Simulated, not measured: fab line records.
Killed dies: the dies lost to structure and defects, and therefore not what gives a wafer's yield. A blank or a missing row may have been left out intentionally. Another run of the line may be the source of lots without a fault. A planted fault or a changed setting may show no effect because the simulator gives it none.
Matching of chambers ; flow n5 finfet ; N5_BEOL_M0_CO_CAP_123 on cvd co-02 has 3 sister chambers
The step material Co, precursor CCTBA/H2, target thk 2 nm, time 102.1 s. 27 wafers are shown with their chamber, then 12 later ones without.

EACH WAFER AND ITS CHAMBER
wafer;chamber;heater power w (W)
L075.3;2;241
L075.4;1;208
L075.6;1;209
L077.1;0;249
L077.2;2;242
L077.5;0;251
L078.2;0;254
L078.3;2;243
L078.5;1;204
L079.1;2;246
L079.2;0;254
L079.6;1;214
L081.2;1;209
L081.3;2;237
L081.6;0;255
L082.1;1;209
L082.2;0;260
L082.6;1;212
L084.2;1;215
L084.4;2;240
L084.5;2;240
L085.1;1;210
L085.3;2;250
L085.5;2;234
L089.3;1;212
L089.4;2;243
L089.6;1;209

SIGNATURES (means of the wafers above)
reading;chamber 0;chamber 1;chamber 2;scatter within a chamber
heater power w;253.83;210.09;241.60;3.78
Rule: distance of a wafer from a chamber = root of the sum over the readings of ((wafer's reading minus chamber's mean) / reading's scatter) squared. The wafer belongs to the nearest chamber; if the next one is less than 2 further off, it can't be placed. The scatter: the root of (the sum of the squares of (reading less its chamber's mean) over the shown wafers, divided by (wafers less chambers)).

WAFERS WITH NO CHAMBER GIVEN
wafer;heater power w (W)
L090.4;213
L090.5;256
L090.6;238
L091.2;252
L091.3;237
L091.5;238
L094.2;216
L094.4;255
L094.6;247
L096.2;216
L096.4;210
L096.6;256

CHAMBER TAKEN BY EACH
wafer;from the rows above;in truth
L090.4;1;1
L090.5;0;0
L090.6;2;2
L091.2;0;0
L091.3;2;2
L091.5;2;2
L094.2;1;1
L094.4;0;0
L094.6;can't be placed: 2 or 0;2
L096.2;1;1
L096.4;1;1
L096.6;0;0
Correct placement for 11 of the 12. From these rows, 1 cannot be placed; in 1 the true chamber is one of the candidates. Number placed wrongly: 0.
